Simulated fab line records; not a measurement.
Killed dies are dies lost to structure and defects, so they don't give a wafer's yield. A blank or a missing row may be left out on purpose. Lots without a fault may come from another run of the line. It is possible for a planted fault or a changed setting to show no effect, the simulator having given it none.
What tool caused it?    flow nand-harc    18 wafers sampled from 6 lots at 1 step of a route of 1302

== WHAT THE GAUGES SHOWED, per wafer ==
NHARC_A_SGD_CUT_OVL_MEAS_10.
lot   measured      on          overlay-x-nm (nm)
L786  day 19 15:07  overlay-01  0.7 0.7 0.8
L788  day 20 18:22  overlay-01  1.5 1.5 1.0
L792  day 21 19:28  overlay-01  -0.3 0.2 0.4
L798  day 24 15:49  overlay-01  0.4 0.2 0.2
L804  day 27 11:49  overlay-01  -0.5 -0.8 -0.6
L807  day 28 14:04  overlay-02  1.0 0.3 0.5

== WHAT TOOL EACH LOT RAN ON (gives the tool, then ch and the chambers of the sampled wafers, and finally the start) ==
Record: no process step prior to these readings.

== THE ANSWER, worked out from the rows above alone ==
Rule: usual is defined by the lots themselves. The widest of any qualifying gaps counts: lots, ordered by their means at a reading, are off when they make up no more than a third of the lots, leave a main group of 4 or more, and stand apart from it by 3 or more times the standard deviation of that group's means. A main group is skipped when, at the precision printed for the reading in the tables above, its means are all equal. Also off: a lot with no number at a reading for which 4 or more lots have one. Any other lot the step has rows for is counted as sound.
No lot is off on any of the readings shown, so nothing can be concluded from this.

== WHAT WAS PUT IN BY THE SIMULATOR ==
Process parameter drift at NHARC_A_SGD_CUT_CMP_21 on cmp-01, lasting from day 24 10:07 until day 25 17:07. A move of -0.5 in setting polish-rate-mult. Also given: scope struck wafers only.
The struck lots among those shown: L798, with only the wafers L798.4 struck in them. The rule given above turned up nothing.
